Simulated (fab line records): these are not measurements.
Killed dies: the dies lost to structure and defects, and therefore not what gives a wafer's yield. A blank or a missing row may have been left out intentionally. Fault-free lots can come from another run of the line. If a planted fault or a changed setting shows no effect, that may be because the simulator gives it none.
Struck lot and sound lot, side by side    flow n5Finfet    15 steps out of a route of 1938
Sound: the wafers L463.1, L463.2, L463.5. Struck: wafer L469.6 (L469.2, L469.3, from the same lot, were not struck and are left out); the cause is given at the end.
Order at every step that has rows: each side's tool, ch and its chambers, its first start. Under that, the readings that differ: sound wafers    struck wafers    difference of the means    sigmas: that difference in standard deviations of wafers without a fault.
alike: words and numbers the same on both sides, and readings whose means are apart by under 2 such deviations; not compared: readings that were withheld, readings missing a value for some wafer, numbers with overlapping values and no deviation given by the record, and bounds like >300 which may hide the same value.
Wherever a step has rows on one side only, a row that says differs or no value, or a row with sigmas, the two part there. Non-overlapping numbers with no deviation appear without sigmas and do not part them. Lack of a reading on every wafer of one side parts them only where that side has two or more wafers.

N5_BEOL_M10_TRENCH_ETCH_37: etches SiCOH lowk in C4F6/O2, target depth 148.83 nm, time 48 s.
  sound: rieDiel-04 ch 0,3; struck: rieDiel-04 ch 1
reading                       sound           struck  difference  sigmas
showerheadPlenumPTorr (Torr)  2.71 2.70 2.71  2.93    +0.22       +2
  alike: drypumpMotorCurrentA, mfcArSccm, oes_o_777_au, oesProductAu, rfVppV, throttleValvePct
  not compared: rfHoursCounterH
then, 2 steps without rows for these wafers: N5_BEOL_M10_ETCH_41 (etches SiCN in CH3F/O2, target depth 42.6 nm, time 86 s); N5_BEOL_M10_STRIP_77 (strips in N2/H2, time 10 s).
N5_BEOL_M10_OCD_MEAS_38:
  sound on ocd-01, day 10 18:04; struck on ocd-01, day 11 22:03
  alike: trenchDepthNm
then, 4 steps without rows for these wafers: N5_BEOL_M10_HM_STRIP_39 (strips TiN in peroxide tin strip, target depth 25 nm, time 158 s); N5_BEOL_M10_SRD_40 (time 30 s); N5_BEOL_M10_PRECLEAN_42 (cleans in residue remover, time 60 s); N5_BEOL_M10_SRD_43 (time 30 s).
N5_BEOL_M10_CD_MEAS_35 targets a cd of 70 nm.
  sound on cdSem-02, day 10 18:13; struck on cdSem-01, day 11 22:12
  alike: cdNm
N5_BEOL_M10_CURE_72: cures SiCOH lowk, time 120 s.
  sound on uvCure-01 ch 2, day 10 18:16; struck on uvCure-01 ch 2, day 11 22:17
reading           sound              struck  difference  sigmas
lampPowerPct (%)  52.33 52.34 52.32  52.18   -0.15       -3
  alike: wafer_temp_C_max
N5_BEOL_M10_DEGAS_44: time 60 s.
  sound on pvdSputter-01, day 10 18:56; struck on pvdSputter-02, day 11 22:43
  alike: heaterPowerW, susceptorTempC
N5_BEOL_M10_PRE_CLEAN_45: time 30 s.
  sound on pvdSputter-01, day 10 18:58; struck on pvdSputter-02, day 11 22:45
  alike: heaterPowerW, susceptorTempC
N5_BEOL_M10_ALD_74: deposits TaN, target thk 2 nm, pulse time 2 s, purge time 3 s.
  sound on aldMetal-02 ch 0,1, day 10 19:02; struck on aldMetal-02 ch 1, day 11 22:51
reading                   sound              struck  difference  sigmas
aldCycles                 40 40 40           42      +2          
precursorVesselTempC (C)  74.98 75.20 74.89  75.34   +0.32       +3
  alike: heaterPowerW, susceptorTempC
N5_BEOL_M10_SURFACE_TREAT_76:
  sound on pvdSputter-01, day 10 19:21; struck on pvdSputter-02, day 11 23:50
  not compared: throttleValvePct
N5_PASSIVATION_PROBE_49:
  the record has rows for the struck wafers here (prober-02, day 13 22:08) and none for the sound ones

== WHERE THEY PART ==
Last at N5_PASSIVATION_PROBE_49 as far as this record goes, first at N5_BEOL_M10_TRENCH_ETCH_37.

WHY: what the simulator had put in
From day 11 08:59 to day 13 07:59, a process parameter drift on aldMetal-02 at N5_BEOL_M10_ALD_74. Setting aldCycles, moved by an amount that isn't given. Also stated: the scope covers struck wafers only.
